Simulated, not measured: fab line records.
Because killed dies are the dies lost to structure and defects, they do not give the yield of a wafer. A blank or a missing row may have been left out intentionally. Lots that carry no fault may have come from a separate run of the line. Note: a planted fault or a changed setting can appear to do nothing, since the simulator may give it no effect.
Which tool is to blame? -- flow n5Finfet -- 24 lots, 72 wafers sampled, at 6 steps of a route of 1938

WHAT THE GAUGES SHOWED, per wafer
N5_BEOL_M3_INSPECT_59: inspects for defects (darkfield). Usual: rawDefectCount 64, standard deviation 19.
lot,measured,on,rawDefectCount,flag
L074,day 7 02:55,defectInspect-02,53 54 48,
L075,day 7 14:03,defectInspect-01,42 42 66,
L078,day 8 04:27,defectInspect-01,50 53 61,
L076,day 8 05:27,defectInspect-02,48 56 47,
L077,day 8 05:34,defectInspect-02,89 105 69,
L079,day 8 08:46,defectInspect-02,85 78 100,
L080,day 8 19:03,defectInspect-02,38 41 69,
L081,day 9 06:31,defectInspect-02,56 52 44,
L083,day 9 09:34,defectInspect-02,49 33 39,
L082,day 9 09:53,defectInspect-02,81 63 58,
L084,day 9 16:25,defectInspect-01,92 53 86,
L085,day 10 11:09,defectInspect-01,34 50 41,
L086,day 10 13:16,defectInspect-02,65 64 42,
L087,day 10 14:58,defectInspect-01,37 63 77,
L088,day 10 23:03,defectInspect-02,65 54 47,
L089,day 11 00:16,defectInspect-02,68 58 74,
L090,day 11 03:21,defectInspect-01,74 126 76,
L092,day 11 17:15,defectInspect-01,54 42 56,
L091,day 11 20:27,defectInspect-01,72 66 74,
L093,day 12 03:41,defectInspect-02,56 69 51,
L095,day 12 12:56,defectInspect-01,64 91 46,
L094,day 12 21:01,defectInspect-02,104 54 78,
L096,day 12 21:25,defectInspect-02,40 53 117,
L097,day 12 21:43,defectInspect-01,83 70 77,

WHICH TOOL RAN EACH LOT (tool, then ch and the chambers of the sampled wafers, then the start)
lot,N5_BEOL_M3_ETCH_41,N5_BEOL_M3_SPUTTER_79,N5_BEOL_M3_ANNEAL_82,N5_BEOL_M3_SPUTTER_88,N5_BEOL_M3_ANNEAL_91
L074,"rieDiel-04 ch 2,3, day 7 00:18 or earlier","pvdSputter-01, day 7 00:18","pvdSputter-01, day 7 00:36","pvdSputter-01, day 7 00:58","pvdSputter-01, day 7 01:16"
L075,"rieDiel-05 ch 0,1,3, day 7 11:26 or earlier","pvdSputter-01, day 7 11:26","pvdSputter-01, day 7 11:44","pvdSputter-01, day 7 12:05","pvdSputter-01, day 7 12:23"
L078,"rieDiel-03 ch 0,1,2, day 8 01:50 or earlier","pvdSputter-01, day 8 01:50","pvdSputter-01, day 8 02:08","pvdSputter-01, day 8 02:30","pvdSputter-01, day 8 02:48"
L076,"rieDiel-05 ch 0,2,3, day 8 02:50 or earlier","pvdSputter-02, day 8 02:50","pvdSputter-02, day 8 03:08","pvdSputter-02, day 8 03:30","pvdSputter-02, day 8 03:48"
L077,"rieDiel-03 ch 0,1,3, day 8 02:56 or earlier","pvdSputter-03, day 8 02:56","pvdSputter-03, day 8 03:14","pvdSputter-03, day 8 03:36","pvdSputter-03, day 8 03:54"
L079,"rieDiel-04 ch 0,3, day 8 06:10 or earlier","pvdSputter-01, day 8 06:10","pvdSputter-01, day 8 06:28","pvdSputter-01, day 8 06:49","pvdSputter-01, day 8 07:07"
L080,"rieDiel-05 ch 1,2,3, day 8 16:06 or earlier","pvdSputter-03, day 8 16:06","pvdSputter-03, day 8 16:24","pvdSputter-03, day 8 16:46","pvdSputter-03, day 8 17:04"
L081,"rieDiel-03 ch 0,1, day 9 03:53 or earlier","pvdSputter-03, day 9 03:53","pvdSputter-03, day 9 04:11","pvdSputter-03, day 9 04:33","pvdSputter-03, day 9 04:51"
L083,"rieDiel-05 ch 1,2, day 9 06:56 or earlier","pvdSputter-02, day 9 06:56","pvdSputter-02, day 9 07:14","pvdSputter-02, day 9 07:35","pvdSputter-02, day 9 07:53"
L082,"rieDiel-04 ch 2,3, day 9 07:15 or earlier","pvdSputter-01, day 9 07:15","pvdSputter-01, day 9 07:33","pvdSputter-01, day 9 07:55","pvdSputter-01, day 9 08:13"
L084,"rieDiel-05 ch 0,1,2, day 9 13:46 or earlier","pvdSputter-01, day 9 13:46","pvdSputter-01, day 9 14:04","pvdSputter-01, day 9 14:26","pvdSputter-01, day 9 14:44"
L085,"rieDiel-03 ch 1,2, day 10 08:32 or earlier","pvdSputter-03, day 10 08:32","pvdSputter-03, day 10 08:50","pvdSputter-03, day 10 09:11","pvdSputter-03, day 10 09:29"
L086,"rieDiel-04 ch 0,3, day 10 10:35 or earlier","pvdSputter-01, day 10 10:35","pvdSputter-01, day 10 10:53","pvdSputter-01, day 10 11:14","pvdSputter-01, day 10 11:32"
L087,"rieDiel-04 ch 0,1,2, day 10 12:19 or earlier","pvdSputter-02, day 10 12:19","pvdSputter-02, day 10 12:37","pvdSputter-02, day 10 12:58","pvdSputter-02, day 10 13:16"
L088,"rieDiel-04 ch 1,2, day 10 19:46 or earlier","pvdSputter-01, day 10 19:46","pvdSputter-01, day 10 20:04","pvdSputter-01, day 10 20:25","pvdSputter-01, day 10 20:43"
L089,"rieDiel-03 ch 0,2,3, day 10 21:38 or earlier","pvdSputter-01, day 10 21:38","pvdSputter-01, day 10 21:56","pvdSputter-01, day 10 22:18","pvdSputter-01, day 10 22:36"
L090,"rieDiel-03 ch 0,2,3, day 11 00:44 or earlier","pvdSputter-02, day 11 00:44","pvdSputter-02, day 11 01:02","pvdSputter-02, day 11 01:24","pvdSputter-02, day 11 01:42"
L092,"rieDiel-03 ch 0,1,3, day 11 14:17 or earlier","pvdSputter-02, day 11 14:17","pvdSputter-02, day 11 14:35","pvdSputter-02, day 11 14:57","pvdSputter-02, day 11 15:15"
L091,"rieDiel-05 ch 1,2, day 11 17:50 or earlier","pvdSputter-01, day 11 17:50","pvdSputter-01, day 11 18:08","pvdSputter-01, day 11 18:30","pvdSputter-01, day 11 18:48"
L093,"rieDiel-03 ch 0,1,2, day 12 01:01 or earlier","pvdSputter-03, day 12 01:01","pvdSputter-03, day 12 01:19","pvdSputter-03, day 12 01:41","pvdSputter-03, day 12 01:59"
L095,"rieDiel-03 ch 0,1,3, day 12 10:19 or earlier","pvdSputter-02, day 12 10:19","pvdSputter-02, day 12 10:37","pvdSputter-02, day 12 10:58","pvdSputter-02, day 12 11:16"
L094,"rieDiel-04 ch 0,3, day 12 18:24 or earlier","pvdSputter-01, day 12 18:24","pvdSputter-01, day 12 18:42","pvdSputter-01, day 12 19:04","pvdSputter-01, day 12 19:22"
L096,"rieDiel-05 ch 1,3, day 12 18:49 or earlier","pvdSputter-02, day 12 18:49","pvdSputter-02, day 12 19:07","pvdSputter-02, day 12 19:28","pvdSputter-02, day 12 19:46"
L097,"rieDiel-03 ch 0,1,3, day 12 19:05 or earlier","pvdSputter-03, day 12 19:05","pvdSputter-03, day 12 19:23","pvdSputter-03, day 12 19:45","pvdSputter-03, day 12 20:03"
- N5_BEOL_M3_ETCH_41: etches SiCN in CH3F/O2, target depth 29.9 nm, time 52.5 s.
- N5_BEOL_M3_SPUTTER_79: material Cu, target thk 4.5 nm, time 8.29 s.
- N5_BEOL_M3_ANNEAL_82: time 240 s.
- N5_BEOL_M3_SPUTTER_88: material Cu, target thk 4.5 nm, time 8.29 s.
- N5_BEOL_M3_ANNEAL_91: time 240 s.

WHAT THE TOOLS THEMSELVES READ (means of the sampled wafers that have a number; where no wafer has one, the mark that the record gives instead)
N5_BEOL_M3_ETCH_41. Usual: drypumpMotorCurrentA 5.83 A, standard deviation 0.24; oesProductAu 0.77 a.u., standard deviation 0.081; rfVppV 297.3 V, standard deviation 1.9; showerheadPlenumPTorr 2.00 Torr, standard deviation 0.082; throttleValvePct 16.43 %, standard deviation 0.21.
lot,tool,drypumpMotorCurrentA (A),oesProductAu (a.u.),rfVppV (V),showerheadPlenumPTorr (Torr),throttleValvePct (%),flag
L074,rieDiel-04,5.83,0.72,295.2,1.93,16.52,
L075,rieDiel-05,5.83,0.72,296.6,1.97,16.57,
L078,rieDiel-03,5.85,0.75,298.4,1.99,16.45,
L076,rieDiel-05,5.87,0.77,297.7,2.02,16.57,
L077,rieDiel-03,5.86,0.72,296.0,1.94,16.50,
L079,rieDiel-04,5.96,0.74,297.0,1.97,16.57,
L080,rieDiel-05,5.82,0.77,297.1,2.02,16.48,
L081,rieDiel-03,5.82,0.74,297.0,1.94,16.49,
L083,rieDiel-05,5.76,0.80,297.8,2.08,16.45,
L082,rieDiel-04,6.02,0.80,297.3,2.05,16.44,
L084,rieDiel-05,5.77,0.75,297.0,2.03,16.57,
L085,rieDiel-03,5.68,0.74,297.9,2.02,16.45,
L086,rieDiel-04,6.00,0.73,296.4,1.96,16.60,
L087,rieDiel-04,5.72,0.81,297.5,2.00,16.20,
L088,rieDiel-04,5.74,0.86,299.2,2.07,16.06,
L089,rieDiel-03,5.92,0.80,299.3,2.06,16.36,
L090,rieDiel-03,5.93,0.81,298.4,2.06,16.36,
L092,rieDiel-03,5.85,0.80,297.1,2.01,16.38,
L091,rieDiel-05,5.76,0.87,299.2,2.08,16.34,
L093,rieDiel-03,5.85,0.72,296.1,1.98,16.52,
L095,rieDiel-03,5.86,0.79,297.5,2.01,16.40,
L094,rieDiel-04,5.74,0.71,295.8,1.94,16.55,
L096,rieDiel-05,5.89,0.79,296.2,1.94,16.42,
L097,rieDiel-03,5.88,0.78,297.6,2.01,16.41,

N5_BEOL_M3_SPUTTER_79. Usual: throttleValvePct 30.0 %, standard deviation 0.63.
lot,tool,throttleValvePct (%),flag
L074,pvdSputter-01,29.9,
L075,pvdSputter-01,30.1,
L078,pvdSputter-01,29.8,
L076,pvdSputter-02,30.0,
L077,pvdSputter-03,29.9,
L079,pvdSputter-01,30.1,
L080,pvdSputter-03,29.9,
L081,pvdSputter-03,30.2,
L083,pvdSputter-02,30.5,
L082,pvdSputter-01,30.3,
L084,pvdSputter-01,30.0,
L085,pvdSputter-03,29.6,
L086,pvdSputter-01,30.3,
L087,pvdSputter-02,29.3,
L088,pvdSputter-01,29.8,
L089,pvdSputter-01,30.1,
L090,pvdSputter-02,30.4,
L092,pvdSputter-02,30.3,
L091,pvdSputter-01,29.8,
L093,pvdSputter-03,30.3,
L095,pvdSputter-02,30.4,
L094,pvdSputter-01,29.9,
L096,pvdSputter-02,29.8,
L097,pvdSputter-03,30.4,

N5_BEOL_M3_ANNEAL_82. Usual: heaterPowerW 777 W, standard deviation 85.
lot,tool,heaterPowerW (W),flag
L074,pvdSputter-01,779,
L075,pvdSputter-01,777,
L078,pvdSputter-01,704,
L076,pvdSputter-02,845,
L077,pvdSputter-03,801,
L079,pvdSputter-01,775,
L080,pvdSputter-03,818,
L081,pvdSputter-03,788,
L083,pvdSputter-02,710,
L082,pvdSputter-01,803,
L084,pvdSputter-01,764,
L085,pvdSputter-03,818,
L086,pvdSputter-01,749,
L087,pvdSputter-02,876,
L088,pvdSputter-01,743,
L089,pvdSputter-01,783,
L090,pvdSputter-02,834,
L092,pvdSputter-02,811,
L091,pvdSputter-01,702,
L093,pvdSputter-03,816,
L095,pvdSputter-02,826,
L094,pvdSputter-01,745,
L096,pvdSputter-02,708,
L097,pvdSputter-03,788,

N5_BEOL_M3_SPUTTER_88. Usual: throttleValvePct 30.0 %, standard deviation 0.63.
lot,tool,throttleValvePct (%),flag
L074,pvdSputter-01,29.9,
L075,pvdSputter-01,30.2,
L078,pvdSputter-01,29.9,
L076,pvdSputter-02,30.4,
L077,pvdSputter-03,29.8,
L079,pvdSputter-01,30.2,
L080,pvdSputter-03,30.0,
L081,pvdSputter-03,30.4,
L083,pvdSputter-02,30.5,
L082,pvdSputter-01,30.2,
L084,pvdSputter-01,30.1,
L085,pvdSputter-03,29.5,
L086,pvdSputter-01,30.3,
L087,pvdSputter-02,29.2,
L088,pvdSputter-01,29.8,
L089,pvdSputter-01,30.2,
L090,pvdSputter-02,30.5,
L092,pvdSputter-02,30.4,
L091,pvdSputter-01,29.9,
L093,pvdSputter-03,30.2,
L095,pvdSputter-02,30.5,
L094,pvdSputter-01,29.9,
L096,pvdSputter-02,29.8,
L097,pvdSputter-03,30.6,

N5_BEOL_M3_ANNEAL_91. Usual: heaterPowerW 780 W, standard deviation 84.
lot,tool,heaterPowerW (W),flag
L074,pvdSputter-01,768,
L075,pvdSputter-01,784,
L078,pvdSputter-01,708,
L076,pvdSputter-02,834,
L077,pvdSputter-03,805,
L079,pvdSputter-01,765,
L080,pvdSputter-03,813,
L081,pvdSputter-03,784,
L083,pvdSputter-02,724,
L082,pvdSputter-01,798,
L084,pvdSputter-01,767,
L085,pvdSputter-03,818,
L086,pvdSputter-01,755,
L087,pvdSputter-02,881,
L088,pvdSputter-01,739,
L089,pvdSputter-01,782,
L090,pvdSputter-02,816,
L092,pvdSputter-02,834,
L091,pvdSputter-01,706,
L093,pvdSputter-03,794,
L095,pvdSputter-02,828,
L094,pvdSputter-01,752,
L096,pvdSputter-02,709,
L097,pvdSputter-03,802,

THE ANSWER, worked out from the rows above alone
Rule: take the mean of a lot's wafers that have a number; if it is more than 3 standard deviations from the usual mean, the lot is off. A lot without any number at a reading at which 4 lots or more have one is off too. Where the step has rows for the other lots, those lots are counted as sound. The gauges are gone through in route order, then the tools' own readings, and for those a lot's mean is taken as printed above. The first step at which some lot is off is used, and at that step the reading that is off furthest; a lot without a number counts as furthest.
No lot is off at any reading shown: from this, nothing can be told.

WHAT WAS PUT IN BY THE SIMULATOR
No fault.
